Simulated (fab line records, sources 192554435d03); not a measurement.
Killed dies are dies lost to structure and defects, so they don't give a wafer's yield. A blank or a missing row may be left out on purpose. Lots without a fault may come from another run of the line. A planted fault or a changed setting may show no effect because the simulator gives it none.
fab line records | flow n5_finfet
record lots=7 wafers=21
route steps=1938 shown ZERO_LAYER@9 FIN_SAQP@143 SD_EPI_N@288 SD_EPI_P@295 SD_ACTIVATION@330 SDB@373 HKMG_FIN@391
start_h: hours from the record's first day to the start of the lot's first wafer shown | wait_h: hours since the lot's step before | " the same as in the row above | L1.1+2: a row that stands for several wafers | - no value, or no start given | * or withheld: withheld | < > ~ a bound
route shown NAME@n: a module of which the file shows steps, and the number in the route of the first | usual: mean/standard deviation of fault-free wafers | same: alike in all rows | chamber/n: place in a boat | sites: the reading at each site | _std_site: their standard deviation | _edge_site: outer sites' mean less inner sites' | radius_mm: how far each site lies from the wafer's centre | mask NAME#n: copy n | behind: the tool/chamber that last shaped the wafer | hold: why the lot was held/for how many hours/how that ended | device: the transistor (n, p or np) that didn't switch | end of line: the same wafers' tests at the end of the route | a step without rows: its recipe alone | killed: dies lost to structure and defects at the first sort, not the wafer's yield | map: a wafer's dies, x killed, . not, _ none there
set.NAME: the setting as run; set.NAME@STEP: as run at that earlier step | model.NAME: the simulator's own value behind a step, which no gauge read
lots whose settings were changed on purpose; a table a step, a row a wafer
## steps
# step N5_ZERO_LAYER_EXPOSE_08
# recipe mask_id=ZERO na=0.55 source_shape=conventional sigma_outer=0.8 polarization=unpolarized defocus_nm=0 target_cd_nm=2000 dose_mj=16.2
# columns lot.wafer tool chamber start_h wait_h mask set.dose_mj
L078.1 krf_scanner-02 0 36.63 - ZERO#0 16.88
L078.2+6 " 0 " " ZERO#0 16.2
L079.1+3 krf_scanner-02 0 42.48 - ZERO#0 16.91
L079.5 " 0 " " ZERO#0 16.2
L080.2+3 krf_scanner-01 0 48.64 - ZERO#0 17.23
L080.4 " 0 " " ZERO#0 16.2
L082.2+5+6 krf_scanner-02 0 60.60 - ZERO#0 16.2
L084.4+5 krf_scanner-02 0 72.48 - ZERO#0 15.11
L084.6 " 0 " " ZERO#0 16.2
L093.1+4 krf_scanner-01 0 126.59 - ZERO#0 15.24
L093.3 " 0 " " ZERO#0 16.2
L097.1+3+6 krf_scanner-02 0 150.48 - ZERO#0 16.2
# step N5_ZERO_LAYER_DEVELOP_10
# recipe develop_time_s=60 rinse_liquid=diw dry=air_spin dev_temp_c=21
# columns lot.wafer tool chamber start_h wait_h set.develop_time_s
L078.1+2 litho_track-03 0 - - 53.99
L078.6 " 0 " " 60
L079.1+3 litho_track-05 0 - - 66.02
L079.5 " 0 " " 60
L080.2 litho_track-05 0 - - 60
L080.3+4 " 0 " " 69.66
L082.2 litho_track-03 0 - - 60
L082.5+6 " 0 " " 48.83
L084.4+6 litho_track-05 0 - - 60
L084.5 " 0 " " 55.13
L093.1+3+4 litho_track-02 0 - - 54.14
L097.1+3+6 litho_track-03 0 - - 60
# step N5_ZERO_LAYER_HARDBAKE_23
# recipe temp_c=130 time_s=120
# step N5_ZERO_LAYER_CD_MEAS_11
# recipe target_cd_nm=2000 landing_energy_ev=500 detector=se_inlens
# usual cd_nm=1999.0/2.3
# columns lot.wafer tool chamber start_h wait_h set.dose_mj@ZERO_LAYER_EXPOSE_08 cd_nm
L078.1 cd_sem-01 0 36.81 - 16.88 2008.4
L078.2 " 0 " " 16.2 1998.7
L078.6 " 0 " " 16.2 1996.6
L079.1 cd_sem-01 0 42.66 - 16.91 2006.1
L079.3 " 0 " " 16.91 2006.7
L079.5 " 0 " " 16.2 1997.8
L080.2 cd_sem-03 0 48.81 - 17.23 2009.4
L080.3 " 0 " " 17.23 2011.5
L080.4 " 0 " " 16.2 1999.6
L082.2 cd_sem-01 0 60.77 - 16.2 1997.8
L082.5 " 0 " " 16.2 1992.8
L082.6 " 0 " " 16.2 1993.1
L084.4 cd_sem-03 0 72.65 - 15.11 1981.4
L084.5 " 0 " " 15.11 1981.0
L084.6 " 0 " " 16.2 1994.9
L093.1 cd_sem-03 0 126.77 - 15.24 1985.2
L093.3 " 0 " " 16.2 1997.9
L093.4 " 0 " " 15.24 1983.4
L097.1 cd_sem-02 0 150.66 - 16.2 2000.9
L097.3 " 0 " " 16.2 2000.6
L097.6 " 0 " " 16.2 2000.5
# step N5_ZERO_LAYER_DESCUM_16
# recipe chemistry=O2 time_s=7.9 source_power_w=50 bias_power_w=20 pressure_mtorr=20 rf_frequency_hz=2.712e+07 temp_c=40 o2_flow_sccm=225
# columns lot.wafer tool chamber start_h wait_h set.dose_mj@ZERO_LAYER_EXPOSE_08 model.ZERO_LAYER.cd_nm
L078.1 rie_diel-05 3 36.85 0.0 16.88 2008
L078.2 " 1 " " 16.2 1999
L078.6 " 1 " " 16.2 1997
L079.1 rie_diel-05 3 42.89 0.2 16.91 2006
L079.3 " 0 " " 16.91 2007
L079.5 " 1 " " 16.2 1998
L080.2 rie_diel-02 3 48.85 0.0 17.23 2010
L080.3 " 0 " " 17.23 2011
L080.4 " 2 " " 16.2 2000
L082.2 rie_diel-02 2 60.81 0.0 16.2 1998
L082.5+6 " 1,0 " " 16.2 1993
L084.4+5 rie_diel-04 1,3 72.68 0.0 15.11 1981
L084.6 " 0 " " 16.2 1995
L093.1 rie_diel-02 2 127.01 0.2 15.24 1985
L093.3 " 0 " " 16.2 1998
L093.4 " 2 " " 15.24 1983
L097.1+3+6 rie_diel-04 1,3,3 150.70 0.0 16.2 2001
# step N5_FIN_SAQP_ETCH_34
# recipe chemistry=C4F6/O2 target=SiO2 target_depth_a=450 time_s=15 ion_energy_ev=250 pressure_mtorr=30 source_w=345 bias_w=185 Ar_flow_sccm=300 C4F6_flow_sccm=10 O2_flow_sccm=10 ends=cleared
# usual etch_rf_on_time_s=15.04/0.24 rf_vpp_V=664/14
# columns lot.wafer tool chamber start_h wait_h set.source_w etch_rf_on_time_s rf_vpp_V
L078.1 rie_diel-01 0 51.10 0.0 345 14.80 666
L078.2 " 2 " " 345 15.41 679
L078.6 " 0 " " 345 14.92 666
L079.1 rie_diel-06 1 55.64 0.0 345 15.09 650
L079.3 " 3 " " 376.6 14.62 606
L079.5 " 0 " " 376.6 14.49 624
L080.2 rie_diel-01 1 62.57 0.0 345 14.83 668
L080.3 " 2 " " 345 15.22 678
L080.4 " 0 " " 380.5 14.27 633
L082.2 rie_diel-03 0 74.97 0.0 345 15.07 669
L082.5 " 2 " " 345 15.45 671
L082.6 " 3 " " 345 14.96 661
L084.4 rie_diel-03 0 86.31 0.0 345 15.26 669
L084.5 " 3 " " 287.2 16.03 727
L084.6 " 0 " " 287.2 16.24 735
L093.1 rie_diel-01 3 139.98 0.0 393.1 14.48 624
L093.3 " 0 " " 393.1 14.18 623
L093.4 " 2 " " 345 15.36 679
L097.1 rie_diel-03 3 163.89 0.0 345 15.21 659
L097.3 " 0 " " 345 15.29 667
L097.6 " 0 " " 345 15.22 669
# step N5_SD_EPI_N_EPI_21
# recipe material=Si:P dopant=P temp_c=680 pressure_torr=255 time_s=690
# columns lot.wafer tool chamber start_h wait_h set.epi_growth_time_s model.Si-P_of_SD_EPI_N_EPI_21.thk_nm
L078.1 epi_rpcvd-04 0 75.31 0.1 640.4 56.4
L078.2 " 0 " " 690 58.4
L078.6 " 0 76.71 1.4 690 59
L079.1 epi_rpcvd-04 0 79.51 0.2 757.8 64
L079.3 " 0 " " 757.8 64.4
L079.5 " 0 " " 757.8 63.4
L080.2 epi_rpcvd-04 0 87.36 0.4 690 59
L080.3 " 0 " " 750 62.6
L080.4 " 0 " " 690 59.4
L082.2+6 epi_rpcvd-03 0 103.07 0.4 690 59.4
L082.5 " 0 " " 690 59.6
L084.4 epi_rpcvd-03 0 113.79 0.9 690 57.4
L084.5 " 0 " " 690 58.2
L084.6 " 0 " " 690 59.2
L093.1 epi_rpcvd-03 0 168.75 0.1 663.4 56.8
L093.3 " 0 " " 663.4 56.2
L093.4 " 0 " " 690 58
L097.1 epi_rpcvd-04 0 189.51 0.1 690 59.4
L097.3+6 " 0 " " 690 59
# step N5_SD_EPI_P_COAT_34
# recipe resist=SOC temp_c=250 time_s=60 spin_rpm=1500 resist_thk_nm=350
# columns lot.wafer tool chamber start_h wait_h set.spin_rpm model.SOC_of_SD_EPI_P_COAT_34.thk_nm
L078.1 litho_track-05 0 77.62 0.0 1500 349.8
L078.2 " 0 " " 1402 360.8
L078.6 " 0 " " 1402 361.2
L079.1 litho_track-02 0 82.37 0.0 1454 355
L079.3 " 0 " " 1500 349.6
L079.5 " 0 " " 1454 355.4
L080.2 litho_track-02 0 89.50 0.0 1666 332
L080.3 " 0 " " 1500 349.4
L080.4 " 0 " " 1500 348.8
L082.2 litho_track-02 0 105.36 0.0 1500 349
L082.5 " 0 " " 1500 349.2
L082.6 " 0 " " 1500 349.4
L084.4 litho_track-05 0 115.37 0.0 1655 331.6
L084.5 " 0 " " 1655 331.8
L084.6 " 0 " " 1500 348.4
L093.1 litho_track-05 0 171.14 0.0 1432 357.8
L093.3 " 0 " " 1432 357
L093.4 " 0 " " 1500 349.2
L097.1 litho_track-02 0 191.81 0.0 1500 351.6
L097.3 " 0 " " 1500 351.4
L097.6 " 0 " " 1500 352.6
# step N5_SD_EPI_P_COAT_35
# recipe resist=SiARC temp_c=220 time_s=60 spin_rpm=1500 resist_thk_nm=35
# step N5_SD_EPI_P_COAT_03
# recipe resist=CAR-ArF-block spin_rpm=1500 resist_thk_nm=150
# step N5_SD_ACTIVATION_RTA_00
# recipe temp_c=975 time_s=0 ambient=N2 idle_temp_c=600 ramp_up_c_per_s=150 ramp_down_c_per_s=60 cool_to_c=600
# step N5_SD_ACTIVATION_LSA_01
# recipe temp_c=1080 time_s=0.0008 ambient=N2
# step N5_SD_ACTIVATION_RS_MEAS_03
# recipe thk_meas_gauge=four-point-probe
# usual RS_SD_N=22.0/0.3 RS_SD_P=56.1/0.75
# columns lot.wafer tool chamber start_h wait_h set.epi_growth_time_s@SD_EPI_N_EPI_21 RS_SD_N[ohm/sq] RS_SD_P[ohm/sq]
L078.1 film_metro-02 - 82.22 0.2 640.4 22.9 57.2
L078.2 " - " " 690 22.3 56.7
L078.6 " - " " 690 21.8 57.0
L079.1 film_metro-02 - 87.01 0.2 757.8 20.5 57.5
L079.3 " - " " 757.8 20.1 57.7
L079.5 " - " " 757.8 20.5 56.4
L080.2 film_metro-02 - 94.14 0.2 690 22.0 57.3
L080.3 " - " " 750 20.8 56.9
L080.4 " - " " 690 21.8 56.4
L082.2 film_metro-02 - 109.88 0.2 690 21.7 56.2
L082.5 " - " " 690 21.6 55.8
L082.6 " - " " 690 21.7 56.4
L084.4 film_metro-01 - 120.04 0.1 690 22.5 55.3
L084.5 " - " " 690 22.4 56.1
L084.6 " - " " 690 22.0 55.6
L093.1 film_metro-02 - 175.75 0.2 663.4 22.9 55.6
L093.3 " - " " 663.4 23.1 54.4
L093.4 " - " " 690 22.2 55.0
L097.1 film_metro-02 - 196.43 0.2 690 21.6 55.2
L097.3 " - " " 690 21.9 55.8
L097.6 " - " " 690 21.7 55.3
# step N5_SDB_ALD_29
# recipe material=SiNx target_thk_a=300 temp_c=400 ald_precursor_family=SiH2I2 ald_co_reactant=N2/H2-plasma pulse_time_s=1 ald_cycles=600 purge_time_s=2 co_reactant_purge_time_s=2 pressure_torr=2
# columns lot.wafer tool chamber start_h wait_h set.ald_cycles model.SiNx_of_SDB_ALD_29.thk_nm
L078.1 ald_sin-04 3 91.13 0.0 600 30
L078.2 " 1 " " 685 34.4
L078.6 " 3 92.49 1.4 685 34
L079.1 ald_sin-04 1 95.37 0.0 509 25.4
L079.3 " 0 " " 600 30.2
L079.5 " 0 96.72 1.4 600 30
L080.2+3 ald_sin-01 0,3 102.93 0.0 600 30
L080.4 " 2 " " 564 28.2
L082.2 ald_sin-01 1 118.19 0.1 656 32.8
L082.5 " 1 119.54 1.5 600 29.8
L082.6 " 0 " " 600 30
L084.4+5+6 ald_sin-01 3,1,0 128.66 0.0 600 30
L093.1 ald_sin-01 0 184.70 0.1 600 30
L093.3 " 3 " " 666 33.4
L093.4 " 3 186.06 1.4 600 30.2
L097.1+3 ald_sin-03 0,2 205.12 0.0 600 30
L097.6 " 0 206.47 1.4 600 30.2
# step N5_HKMG_FIN_COAT_42
# recipe resist=SiARC temp_c=220 time_s=60 spin_rpm=1500 resist_thk_nm=35
# columns lot.wafer tool chamber start_h wait_h set.spin_rpm model.SiARC_of_HKMG_FIN_COAT_42.thk_nm
L078.1+2+6 litho_track-02 0 - - 1500 35
L079.1 litho_track-02 0 - - 1500 35.2
L079.3 " 0 " " 1646 33.8
L079.5 " 0 " " 1646 33.6
L080.2+4 litho_track-01 0 - - 1500 35
L080.3 " 0 " " 1436 35.8
L082.2+6 litho_track-04 0 - - 1500 35.2
L082.5 " 0 " " 1659 33.6
L084.4 litho_track-02 0 - - 1500 35
L084.5+6 " 0 " " 1500 35.2
L093.1+3+4 litho_track-02 0 - - 1500 35
L097.1 litho_track-04 0 - - 1500 35.2
L097.3 " 0 " " 1500 35.4
L097.6 " 0 " " 1500 35
# step N5_HKMG_FIN_COAT_43
# recipe resist=CAR-ArF spin_rpm=1500 resist_thk_nm=90
# columns lot.wafer tool chamber start_h wait_h set.spin_rpm model.CAR-ArF_of_HKMG_FIN_COAT_43.thk_nm
L078.1 litho_track-02 0 - - 1500 90
L078.2 " 0 " " 1500 89.8
L078.6 " 0 " " 1589 87.4
L079.1 litho_track-02 0 - - 1654 86
L079.3 " 0 " " 1500 90.4
L079.5 " 0 " " 1654 86.2
L080.2+4 litho_track-01 0 - - 1500 89.8
L080.3 " 0 " " 1500 90
L082.2+5 litho_track-04 0 - - 1500 89.8
L082.6 " 0 " " 1500 89.6
L084.4 litho_track-02 0 - - 1500 89.8
L084.5 " 0 " " 1553 88.2
L084.6 " 0 " " 1500 89.6
L093.1+4 litho_track-02 0 - - 1351 95
L093.3 " 0 " " 1351 95.2
L097.1+3 litho_track-04 0 - - 1500 90.6
L097.6 " 0 " " 1500 90.4
# step N5_HKMG_FIN_EBR_45
# recipe solvent=PGMEA ebr_width_mm=1.5
# step N5_HKMG_FIN_SOFTBAKE_44
# recipe temp_c=110 time_s=60 resist=CAR-ArF
# step N5_HKMG_FIN_EXPOSE_46
# recipe mask_id=NDIPOLE na=1.35 source_shape=conventional sigma_outer=0.8 polarization=unpolarized dose_mj=40
# step N5_HKMG_FIN_PEB_47
# recipe peb_temp_c=withheld peb_time_s=60 resist=CAR-ArF
# step N5_HKMG_FIN_DEVELOP_48
# recipe develop_time_s=30 developer=TMAH resist=CAR-ArF rinse_liquid=diw dry=air_spin dev_temp_c=23
# columns lot.wafer tool chamber start_h wait_h set.spin_rpm@HKMG_FIN_COAT_43 model.CAR-ArF_of_HKMG_FIN_COAT_43.thk_nm
L078.1+2 litho_track-02 0 - - 1500 88.2
L078.6 " 0 " " 1589 85.6
L079.1 litho_track-04 0 - - 1654 84.2
L079.3 " 0 " " 1500 88.8
L079.5 " 0 " " 1654 84.6
L080.2 litho_track-01 0 - - 1500 88.2
L080.3 " 0 " " 1500 88.4
L080.4 " 0 " " 1500 88
L082.2+5+6 litho_track-04 0 - - 1500 88
L084.4 litho_track-02 0 - - 1500 88.2
L084.5 " 0 " " 1553 86.4
L084.6 " 0 " " 1500 88
L093.1+4 litho_track-01 0 - - 1351 93.2
L093.3 " 0 " " 1351 93.6
L097.1+3 litho_track-01 0 - - 1500 88.8
L097.6 " 0 " " 1500 88.6
# step N5_HKMG_FIN_DESCUM_53
# recipe chemistry=O2 time_s=7.9 source_power_w=50 bias_power_w=20 pressure_mtorr=20 rf_frequency_hz=2.712e+07 temp_c=40 resist=CAR-ArF o2_flow_sccm=225
# step N5_HKMG_FIN_ETCH_54
# recipe chemistry=CF4 target=SiARC target_depth_a=455 mask_material=CAR-ArF time_s=75.8 ion_energy_ev=80 pressure_mtorr=40 source_w=545 bias_w=36 Ar_flow_sccm=100 cf4_flow_sccm=100 ends=cleared
# columns lot.wafer tool chamber start_h wait_h set.spin_rpm@HKMG_FIN_COAT_42 set.spin_rpm@HKMG_FIN_COAT_43 model.CAR-ArF_of_HKMG_FIN_COAT_43.thk_nm model.etch.depth_nm
L078.1 rie_diel-03 0 95.93 0.0 1500 1500 50.8 34.97
L078.2 " 2 " " 1500 1500 50.8 35.09
L078.6 " 3 " " 1500 1589 48.2 34.97
L079.1 rie_diel-03 0 100.10 0.0 1500 1654 46.6 35.2
L079.3 " 2 " " 1646 1500 52.6 33.73
L079.5 " 1 " " 1646 1654 48.6 33.59
L080.2 rie_diel-06 0 107.84 0.0 1500 1500 50.6 35.07
L080.3 " 1 " " 1436 1500 50 35.82
L080.4 " 2 " " 1500 1500 50.6 34.99
L082.2 rie_diel-03 2 122.77 0.0 1500 1500 50.6 35.13
L082.5 " 3 " " 1659 1500 52 33.53
L082.6 " 2 " " 1500 1500 50.4 35.13
L084.4 rie_diel-01 3 133.46 0.0 1500 1500 50.6 35.05
L084.5 " 0 " " 1500 1553 48.8 35.19
L084.6 " 3 " " 1500 1500 50.4 35.15
L093.1 rie_diel-03 2 189.76 0.0 1500 1351 56 34.96
L093.3 " 3 " " 1500 1351 56.2 34.99
L093.4 " 1 " " 1500 1351 55.8 35.04
L097.1 rie_diel-06 1 210.06 0.0 1500 1500 51 35.25
L097.3 " 2 " " 1500 1500 51 35.32
L097.6 " 1 " " 1500 1500 51 35.1
# step N5_HKMG_FIN_ETCH_55
# recipe chemistry=N2/H2 target=SOC target_depth_a=2400 temp_c=40 time_s=300 ion_energy_ev=200 mask_material=SiARC pressure_mtorr=30 source_w=840 bias_w=150 n2_flow_sccm=200 h2_flow_sccm=200
# columns lot.wafer tool chamber start_h wait_h set.spin_rpm@HKMG_FIN_COAT_42 model.SiARC_of_HKMG_FIN_COAT_42.thk_nm
L078.1 rie_diel-03 0 95.98 0.0 1500 21.8
L078.2 " 2 " " 1500 22
L078.6 " 3 " " 1500 21.6
L079.1 rie_diel-03 0 100.15 0.0 1500 21.8
L079.3 " 2 " " 1646 20.4
L079.5 " 1 " " 1646 19.6
L080.2 rie_diel-06 0 107.90 0.0 1500 21.2
L080.3 " 1 " " 1436 22.4
L080.4 " 2 " " 1500 20.6
L082.2+6 rie_diel-03 2 122.83 0.0 1500 22
L082.5 " 3 " " 1659 20
L084.4+6 rie_diel-01 3 133.52 0.0 1500 21.6
L084.5 " 0 " " 1500 21.2
L093.1 rie_diel-03 2 189.82 0.0 1500 21.8
L093.3 " 3 " " 1500 21.6
L093.4 " 1 " " 1500 21.2
L097.1 rie_diel-06 1 210.12 0.0 1500 21.8
L097.3 " 2 " " 1500 21
L097.6 " 1 " " 1500 21.6
## key
split step=N5_ZERO_LAYER_EXPOSE_08 setting=dose_mj stated=16.2 by=wafer
response step=N5_ZERO_LAYER_CD_MEAS_11 reading=cd_nm change=+2.06 per=1% r=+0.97
response step=N5_ZERO_LAYER_DESCUM_16 reading=model.ZERO_LAYER.cd_nm change=+2.03 per=1% r=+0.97
split step=N5_ZERO_LAYER_DEVELOP_10 setting=develop_time_s stated=60 by=wafer
response none clear
split step=N5_FIN_SAQP_ETCH_34 setting=source_w stated=345 by=wafer
response step=N5_FIN_SAQP_ETCH_34 reading=etch_rf_on_time_s change=* per=1% r=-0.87
response step=N5_FIN_SAQP_ETCH_34 reading=rf_vpp_V change=-3.82 per=1% r=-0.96
split step=N5_SD_EPI_N_EPI_21 setting=epi_growth_time_s stated=690 by=wafer
response step=N5_SD_EPI_N_EPI_21 reading=model.Si-P_of_SD_EPI_N_EPI_21.thk_nm change=+0.365 per=1% r=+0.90
response step=N5_SD_ACTIVATION_RS_MEAS_03 reading=RS_SD_N change=-0.128 per=1% r=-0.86
split step=N5_SD_EPI_P_COAT_34 setting=spin_rpm stated=1500 by=wafer
response step=N5_SD_EPI_P_COAT_34 reading=model.SOC_of_SD_EPI_P_COAT_34.thk_nm change=-1.62 per=1% r=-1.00
split step=N5_SDB_ALD_29 setting=ald_cycles stated=600 by=wafer
response step=N5_SDB_ALD_29 reading=model.SiNx_of_SDB_ALD_29.thk_nm change=+0.304 per=1% r=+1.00
split step=N5_HKMG_FIN_COAT_42 setting=spin_rpm stated=1500 by=wafer
response step=N5_HKMG_FIN_COAT_42 reading=model.SiARC_of_HKMG_FIN_COAT_42.thk_nm change=-0.155 per=1% r=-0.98
response step=N5_HKMG_FIN_ETCH_54 reading=model.etch.depth_nm change=-0.157 per=1% r=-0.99
response step=N5_HKMG_FIN_ETCH_55 reading=model.SiARC_of_HKMG_FIN_COAT_42.thk_nm change=-0.2 per=1% r=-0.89
response step=N5_HKMG_FIN_ETCH_54 reading=model.CAR-ArF_of_HKMG_FIN_COAT_43.thk_nm slope=+0.161 per=1% together_with=spin_rpm@HKMG_FIN_COAT_43 explained=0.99
split step=N5_HKMG_FIN_COAT_43 setting=spin_rpm stated=1500 by=wafer
response step=N5_HKMG_FIN_COAT_43 reading=model.CAR-ArF_of_HKMG_FIN_COAT_43.thk_nm change=-0.42 per=1% r=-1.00
response step=N5_HKMG_FIN_DEVELOP_48 reading=model.CAR-ArF_of_HKMG_FIN_COAT_43.thk_nm change=-0.435 per=1% r=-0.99
response step=N5_HKMG_FIN_ETCH_54 reading=model.CAR-ArF_of_HKMG_FIN_COAT_43.thk_nm change=-0.475 per=1% r=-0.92
